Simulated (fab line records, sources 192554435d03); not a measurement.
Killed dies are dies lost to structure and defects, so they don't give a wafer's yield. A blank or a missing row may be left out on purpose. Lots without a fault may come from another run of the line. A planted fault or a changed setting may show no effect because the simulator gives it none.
Which tool did it? | flow n5_finfet | 23 lots, 69 wafers sampled, at 5 steps of a route of 1938

WHAT THE GAUGES READ, wafer by wafer
N5_GATE_CUT_OVL_MEAS_14.
lot  | measured     | on         | GATE_CUT_OVL (nm)
L074 | day 4 17:14  | overlay-01 | 0.1 0.2 0.6
L075 | day 4 19:29  | overlay-02 | 1.2 1.0 0.9
L076 | day 5 03:11  | overlay-02 | 0.8 0.7 0.6
L077 | day 5 11:29  | overlay-02 | 0.0 -0.1 0.7
L078 | day 5 20:28  | overlay-01 | 0.2 -0.4 0.9
L079 | day 5 23:30  | overlay-01 | -0.4 0.3 -1.1
L081 | day 6 06:03  | overlay-01 | -0.2 0.0 0.2
L080 | day 6 08:34  | overlay-02 | 0.8 0.0 -0.1
L082 | day 6 15:37  | overlay-02 | 0.0 -0.3 0.8
L083 | day 6 22:41  | overlay-01 | -0.4 -0.4 -0.5
L084 | day 7 01:27  | overlay-01 | 0.3 0.8 0.9
L085 | day 7 06:13  | overlay-02 | 0.2 0.6 0.2
L086 | day 7 11:54  | overlay-01 | -0.3 0.2 -0.1
L087 | day 7 21:07  | overlay-01 | -0.5 -0.6 -1.0
L088 | day 8 01:21  | overlay-01 | 0.3 -0.4 -0.7
L089 | day 8 05:23  | overlay-02 | -0.6 0.7 0.1
L090 | day 8 12:10  | overlay-01 | -1.2 -0.1 0.2
L092 | day 9 05:00  | overlay-02 | 0.2 -0.1 0.5
L093 | day 9 07:40  | overlay-01 | 0.1 0.3 0.1
L094 | day 9 14:51  | overlay-02 | 1.1 1.2 0.9
L095 | day 9 20:12  | overlay-02 | 0.5 0.3 0.2
L096 | day 10 05:40 | overlay-02 | 0.2 0.1 0.4
L097 | day 10 10:05 | overlay-02 | -0.8 -0.3 0.4

N5_GATE_CUT_THK_MEAS_24.
lot  | measured     | on            | GC_FILL_THK (nm)
L074 | day 4 20:51  | film_metro-01 | 218.0 217.5 221.5
L075 | day 4 23:14  | film_metro-02 | 218.0 216.6 217.4
L076 | day 5 05:55  | film_metro-02 | 217.7 219.9 219.8
L077 | day 5 14:13  | film_metro-01 | 216.7 219.9 218.5
L078 | day 5 23:17  | film_metro-01 | 219.4 217.8 221.9
L079 | day 6 02:50  | film_metro-01 | 219.3 219.4 220.5
L081 | day 6 09:36  | film_metro-02 | 215.3 215.8 219.5
L080 | day 6 11:38  | film_metro-02 | 214.1 216.5 218.2
L082 | day 6 18:24  | film_metro-01 | 219.7 220.9 217.7
L083 | day 7 01:23  | film_metro-01 | 220.9 220.7 223.4
L084 | day 7 04:10  | film_metro-02 | 219.0 221.8 222.5
L085 | day 7 08:55  | film_metro-02 | 217.3 215.4 220.3
L086 | day 7 14:47  | film_metro-01 | 218.2 218.0 220.8
L087 | day 7 23:50  | film_metro-01 | 217.0 217.9 218.1
L088 | day 8 04:04  | film_metro-02 | 222.1 223.7 222.9
L089 | day 8 08:08  | film_metro-02 | 216.5 220.2 222.2
L090 | day 8 15:19  | film_metro-02 | 219.3 218.3 221.0
L092 | day 9 07:41  | film_metro-01 | 218.5 219.3 218.9
L093 | day 9 10:23  | film_metro-02 | 219.8 217.8 221.8
L094 | day 9 18:08  | film_metro-01 | 218.2 218.2 218.1
L095 | day 9 22:55  | film_metro-01 | 221.1 218.9 220.7
L096 | day 10 08:56 | film_metro-02 | 221.7 225.4 221.7
L097 | day 10 12:49 | film_metro-02 | 216.7 218.4 217.5

WHICH TOOL RAN EACH LOT (tool, then ch and the chambers of the sampled wafers, then the start)
lot  | N5_HKMG_FIN_DESCUM_53             | N5_HKMG_FIN_STRIP_57              | N5_HKMG_FIN_PWFM_ALD_03
L074 | rie_diel-05 ch 0,2, day 4 05:26   | rie_diel-05 ch 0,2, day 4 05:43   | ald_metal-01 ch 0,1,3, day 4 07:55
L075 | rie_diel-04 ch 1,2,3, day 4 08:00 | rie_diel-04 ch 1,2,3, day 4 08:17 | ald_metal-02 ch 1,2, day 4 10:33
L076 | rie_diel-05 ch 0,2, day 4 15:57   | rie_diel-05 ch 0,2, day 4 16:14   | ald_metal-02 ch 1,2, day 4 18:24
L077 | rie_diel-06 ch 0,1,2, day 4 22:17 | rie_diel-06 ch 0,1,2, day 4 22:34 | ald_metal-01 ch 0,1, day 5 00:48
L078 | rie_diel-05 ch 0,1,3, day 5 07:13 | rie_diel-05 ch 0,1,3, day 5 07:30 | ald_metal-01 ch 1,2,3, day 5 09:44
L079 | rie_diel-05 ch 0,1, day 5 11:55   | rie_diel-05 ch 0,1, day 5 12:13   | ald_metal-02 ch 1,3, day 5 14:24
L081 | rie_diel-06 ch 1,2,3, day 5 18:23 | rie_diel-06 ch 1,2,3, day 5 18:40 | ald_metal-02 ch 0,1,3, day 5 20:50
L080 | rie_diel-04 ch 0,3, day 5 20:44   | rie_diel-04 ch 0,3, day 5 21:01   | ald_metal-04 ch 0,2, day 5 23:20
L082 | rie_diel-05 ch 0,2,3, day 6 03:56 | rie_diel-05 ch 0,2,3, day 6 04:12 | ald_metal-02 ch 1,2,3, day 6 06:22
L083 | rie_diel-05 ch 0,2, day 6 10:43   | rie_diel-05 ch 0,2, day 6 10:59   | ald_metal-04 ch 0,1,2, day 6 13:14
L084 | rie_diel-06 ch 0,1, day 6 13:49   | rie_diel-06 ch 0,1, day 6 14:06   | ald_metal-02 ch 0,1, day 6 16:23
L085 | rie_diel-06 ch 0,2,3, day 6 18:48 | rie_diel-06 ch 0,2,3, day 6 19:05 | ald_metal-01 ch 1,2,3, day 6 21:16
L086 | rie_diel-04 ch 0,2, day 7 00:22   | rie_diel-04 ch 0,2, day 7 00:39   | ald_metal-02 ch 1,2,3, day 7 02:49
L087 | rie_diel-04 ch 0,3, day 7 08:20   | rie_diel-04 ch 0,3, day 7 08:37   | ald_metal-01 ch 0,1,3, day 7 10:47
L088 | rie_diel-06 ch 0,1,3, day 7 13:46 | rie_diel-06 ch 0,1,3, day 7 14:04 | ald_metal-04 ch 0,1, day 7 16:19
L089 | rie_diel-06 ch 1,2, day 7 16:43   | rie_diel-06 ch 1,2, day 7 17:00   | ald_metal-01 ch 1,2,3, day 7 20:05
L090 | rie_diel-06 ch 0,2,3, day 8 00:14 | rie_diel-06 ch 0,2,3, day 8 00:31 | ald_metal-02 ch 0,2,3, day 8 02:49
L092 | rie_diel-06 ch 0,1,2, day 8 16:40 | rie_diel-06 ch 0,1,2, day 8 16:56 | ald_metal-01 ch 1,2, day 8 19:11
L093 | rie_diel-06 ch 0,2, day 8 19:46   | rie_diel-06 ch 0,2, day 8 20:02   | ald_metal-04 ch 0,1,3, day 8 22:22
L094 | rie_diel-06 ch 0,2,3, day 9 03:14 | rie_diel-06 ch 0,2,3, day 9 03:31 | ald_metal-01 ch 1,2,3, day 9 05:43
L095 | rie_diel-05 ch 0,2, day 9 08:13   | rie_diel-05 ch 0,2, day 9 08:30   | ald_metal-02 ch 1,2,3, day 9 10:51
L096 | rie_diel-04 ch 1,2,3, day 9 17:17 | rie_diel-04 ch 1,2,3, day 9 17:34 | ald_metal-02 ch 0,2,3, day 9 20:51
L097 | rie_diel-05 ch 1,2, day 9 21:30   | rie_diel-05 ch 1,2, day 9 21:47   | ald_metal-04 ch 2,3, day 10 00:25
- N5_HKMG_FIN_DESCUM_53: chemistry O2, time 7.9 s.
- N5_HKMG_FIN_STRIP_57: strips in CF4.
- N5_HKMG_FIN_PWFM_ALD_03: deposits TiN, target thk 2 nm, pulse time 1 s, purge time 3 s.

WHAT THE TOOLS THEMSELVES READ (means of the sampled wafers that have a number; where no wafer has one, the mark that the record gives instead)
N5_HKMG_FIN_DESCUM_53.
lot  | tool        | drypump_motor_current_A (A) | oes_product_au (a.u.) | rf_fwd_power_W (W) | rf_vpp_V (V) | showerhead_plenum_p_Torr (Torr) | throttle_valve_pct (%)
L074 | rie_diel-05 | 5.76                        | 0.84                  | 49.25              | 242.7        | 2.13                            | 20.26
L075 | rie_diel-04 | 5.85                        | 0.78                  | 49.53              | 243.9        | 2.12                            | 20.62
L076 | rie_diel-05 | 5.96                        | 0.87                  | 49.31              | 244.3        | 2.12                            | 20.34
L077 | rie_diel-06 | 5.62                        | 0.91                  | 49.20              | 245.3        | 2.17                            | 20.16
L078 | rie_diel-05 | 5.74                        | 0.73                  | 49.53              | 243.7        | 2.11                            | 20.32
L079 | rie_diel-05 | 5.73                        | 0.73                  | 49.52              | 243.4        | 2.13                            | 20.17
L081 | rie_diel-06 | 5.54                        | 0.82                  | 48.98              | 243.5        | 2.14                            | 20.09
L080 | rie_diel-04 | 5.62                        | 0.76                  | 49.39              | 244.6        | 2.13                            | 20.38
L082 | rie_diel-05 | 5.87                        | 0.79                  | 49.43              | 242.9        | 2.10                            | 20.41
L083 | rie_diel-05 | 5.96                        | 0.84                  | 49.44              | 243.2        | 2.12                            | 20.36
L084 | rie_diel-06 | 5.58                        | 0.86                  | 49.33              | 244.9        | 2.15                            | 20.32
L085 | rie_diel-06 | 5.53                        | 0.82                  | 49.14              | 244.9        | 2.19                            | 20.18
L086 | rie_diel-04 | 5.45                        | 0.68                  | 49.43              | 241.8        | 2.04                            | 20.55
L087 | rie_diel-04 | 5.83                        | 0.82                  | 49.35              | 243.8        | 2.18                            | 20.42
L088 | rie_diel-06 | 5.49                        | 0.80                  | 49.29              | 243.4        | 2.13                            | 20.26
L089 | rie_diel-06 | 5.72                        | 0.88                  | 49.05              | 244.4        | 2.16                            | 20.06
L090 | rie_diel-06 | 5.54                        | 0.83                  | 49.05              | 244.5        | 2.19                            | 20.17
L092 | rie_diel-06 | 5.65                        | 0.85                  | 49.18              | 243.8        | 2.15                            | 20.20
L093 | rie_diel-06 | 5.69                        | 0.86                  | 49.26              | 245.3        | 2.21                            | 20.13
L094 | rie_diel-06 | 5.52                        | 0.91                  | 49.10              | 244.2        | 2.18                            | 20.04
L095 | rie_diel-05 | 5.94                        | 0.82                  | 49.39              | 243.4        | 2.11                            | 20.41
L096 | rie_diel-04 | 5.84                        | 0.83                  | 49.38              | 243.2        | 2.11                            | 20.53
L097 | rie_diel-05 | 5.93                        | 0.87                  | 49.53              | 243.3        | 2.11                            | 20.03

N5_HKMG_FIN_STRIP_57.
lot  | tool        | drypump_motor_current_A (A) | oes_product_au (a.u.) | rf_fwd_power_W (W) | rf_vpp_V (V) | showerhead_plenum_p_Torr (Torr) | throttle_valve_pct (%)
L074 | rie_diel-05 | 5.76                        | 0.83                  | 293.3              | 271.3        | 1.82                            | 13.33
L075 | rie_diel-04 | 5.85                        | 0.78                  | 294.2              | 271.8        | 1.82                            | 13.71
L076 | rie_diel-05 | 5.94                        | 0.85                  | 293.4              | 271.0        | 1.81                            | 13.43
L077 | rie_diel-06 | 5.65                        | 0.89                  | 293.8              | 271.7        | 1.86                            | 13.29
L078 | rie_diel-05 | 5.75                        | 0.73                  | 293.9              | 271.5        | 1.81                            | 13.57
L079 | rie_diel-05 | 5.72                        | 0.72                  | 295.6              | 272.0        | 1.83                            | 13.48
L081 | rie_diel-06 | 5.54                        | 0.82                  | 292.5              | 272.3        | 1.84                            | 13.32
L080 | rie_diel-04 | 5.62                        | 0.77                  | 293.0              | 271.1        | 1.83                            | 13.54
L082 | rie_diel-05 | 5.87                        | 0.78                  | 292.2              | 272.2        | 1.80                            | 13.58
L083 | rie_diel-05 | 5.96                        | 0.83                  | 293.1              | 271.2        | 1.80                            | 13.45
L084 | rie_diel-06 | 5.59                        | 0.86                  | 293.7              | 272.3        | 1.86                            | 13.47
L085 | rie_diel-06 | 5.53                        | 0.81                  | 292.7              | 272.8        | 1.88                            | 13.40
L086 | rie_diel-04 | 5.45                        | 0.69                  | 295.0              | 269.8        | 1.76                            | 13.73
L087 | rie_diel-04 | 5.85                        | 0.81                  | 295.2              | 272.4        | 1.86                            | 13.51
L088 | rie_diel-06 | 5.49                        | 0.79                  | 293.2              | 271.4        | 1.83                            | 13.48
L089 | rie_diel-06 | 5.70                        | 0.86                  | 292.5              | 272.7        | 1.85                            | 13.22
L090 | rie_diel-06 | 5.53                        | 0.79                  | 292.9              | 274.1        | 1.88                            | 13.42
L092 | rie_diel-06 | 5.64                        | 0.84                  | 292.9              | 271.6        | 1.85                            | 13.37
L093 | rie_diel-06 | 5.69                        | 0.85                  | 292.3              | 273.1        | 1.90                            | 13.30
L094 | rie_diel-06 | 5.54                        | 0.89                  | 292.9              | 272.9        | 1.88                            | 13.24
L095 | rie_diel-05 | 5.96                        | 0.80                  | 292.8              | 272.0        | 1.79                            | 13.53
L096 | rie_diel-04 | 5.84                        | 0.81                  | 293.1              | 271.5        | 1.80                            | 13.61
L097 | rie_diel-05 | 5.92                        | 0.86                  | 295.2              | 271.2        | 1.82                            | 13.27

N5_HKMG_FIN_PWFM_ALD_03.
lot  | tool         | heater_power_w (W) | precursor_pulse_height_rel
L074 | ald_metal-01 | 845                | 0.981
L075 | ald_metal-02 | 840                | 1.012
L076 | ald_metal-02 | 843                | 1.006
L077 | ald_metal-01 | 860                | 0.997
L078 | ald_metal-01 | 909                | 0.978
L079 | ald_metal-02 | 847                | 1.003
L081 | ald_metal-02 | 823                | 0.988
L080 | ald_metal-04 | 860                | 1.013
L082 | ald_metal-02 | 813                | 0.992
L083 | ald_metal-04 | 828                | 1.008
L084 | ald_metal-02 | 860                | 0.995
L085 | ald_metal-01 | 894                | 1.007
L086 | ald_metal-02 | 822                | 0.992
L087 | ald_metal-01 | 842                | 0.987
L088 | ald_metal-04 | 812                | 1.005
L089 | ald_metal-01 | 897                | 1.004
L090 | ald_metal-02 | 813                | 1.013
L092 | ald_metal-01 | 859                | 0.986
L093 | ald_metal-04 | 860                | 0.985
L094 | ald_metal-01 | 902                | 1.016
L095 | ald_metal-02 | 823                | 1.010
L096 | ald_metal-02 | 798                | 0.991
L097 | ald_metal-04 | 886                | 0.980

THE ANSWER, worked out from the rows above alone
Rule: what is usual is taken from the lots themselves. Put in order of their means at a reading, lots are off if they are a third of the lots or fewer, leave a main group of 4 or more, and stand apart from it by a gap of 3 or more times the standard deviation of the main group's means; of several such gaps the widest counts. A main group whose means are all the same, to the digits that the tables above print for the reading, isn't used. A lot without any number at a reading at which 4 lots or more have one is off too. The other lots that the step has rows for count as sound. The gauges are gone through in route order, then the tools' own readings, and for those a lot's mean is taken as printed above. The first step at which some lot is off is used, and at that step the reading that is off furthest; a lot without a number counts as furthest.
No lot is off at any reading shown: from this, nothing can be told.

WHAT THE SIMULATOR HAD PUT IN
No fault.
